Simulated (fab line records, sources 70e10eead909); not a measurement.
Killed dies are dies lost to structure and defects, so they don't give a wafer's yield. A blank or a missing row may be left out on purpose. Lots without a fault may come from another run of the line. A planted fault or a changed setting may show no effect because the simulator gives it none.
Chamber matching | flow nand_harc | NHARC_P_CONTACT_ETCH_35 on rie_diel-01: 4 sister chambers
The step etches the open film in CF4, target depth 39 nm, time 65 s. 16 wafers are shown with their chamber, then 8 later ones without.

WAFERS WITH THEIR CHAMBER
wafer  | chamber | showerhead_plenum_p_Torr (Torr) | drypump_motor_current_A (A) | rf_vpp_V (V)
L075.1 | 0       | 1.68                            | 5.9                         | 149.4
L075.4 | 2       | 1.67                            | 5.1                         | 150.5
L075.6 | 2       | 1.67                            | 5.1                         | 148.4
L078.2 | 3       | 1.79                            | 5.9                         | 149.9
L078.5 | 0       | 1.68                            | 5.9                         | 149.7
L078.6 | 1       | 1.71                            | 6.1                         | 150.5
L084.1 | 0       | 1.68                            | 5.9                         | 149.9
L084.3 | 2       | 1.67                            | 5.1                         | 148.0
L084.6 | 3       | 1.78                            | 5.9                         | 149.0
L086.3 | 3       | 1.78                            | 5.9                         | 153.5
L086.4 | 2       | 1.67                            | 5.1                         | 150.9
L086.6 | 1       | 1.71                            | 6.1                         | 151.2
L087.1 | 1       | 1.71                            | 6.0                         | 149.2
L087.2 | 0       | 1.68                            | 5.9                         | 149.1
L087.6 | 2       | 1.67                            | 5.1                         | 150.1
L089.1 | 1       | 1.71                            | 6.0                         | 150.2

SIGNATURES (means of the wafers above)
reading                  | chamber 0 | chamber 1 | chamber 2 | chamber 3 | scatter within a chamber
showerhead_plenum_p_Torr | 1.6800    | 1.7100    | 1.6700    | 1.7833    | 0.00236
drypump_motor_current_A  | 5.900     | 6.050     | 5.100     | 5.900     | 0.0289
rf_vpp_V                 | 149.525   | 150.275   | 149.580   | 150.800   | 1.31
Rule: a wafer's distance from a chamber is the root of the sum, over the readings, of the square of ((its reading less the chamber's mean) divided by the reading's scatter). The wafer belongs to the nearest chamber; if the next one is less than 2 further off, it can't be placed. The scatter: the root of (the sum of the squares of (reading less its chamber's mean) over the shown wafers, divided by (wafers less chambers)).

WAFERS WITHOUT THEIR CHAMBER
wafer  | showerhead_plenum_p_Torr (Torr) | drypump_motor_current_A (A) | rf_vpp_V (V)
L089.2 | 1.67                            | 5.1                         | 149.1
L089.5 | 1.78                            | 5.9                         | 150.0
L094.1 | 1.71                            | 6.1                         | 150.8
L094.4 | 1.68                            | 5.9                         | 149.2
L094.5 | 1.67                            | 5.1                         | 150.5
L095.1 | 1.67                            | 5.1                         | 150.4
L095.4 | 1.71                            | 6.1                         | 150.8
L095.5 | 1.67                            | 5.0                         | 150.2

WHICH CHAMBER EACH WENT THROUGH
wafer  | from the rows above | in truth
L089.2 | 2                   | 2
L089.5 | 3                   | 3
L094.1 | 1                   | 1
L094.4 | 0                   | 0
L094.5 | 2                   | 2
L095.1 | 2                   | 2
L095.4 | 1                   | 1
L095.5 | 2                   | 2
Placed correctly: 8 of 8. Can't be placed from these rows: 0. Placed wrongly: 0.
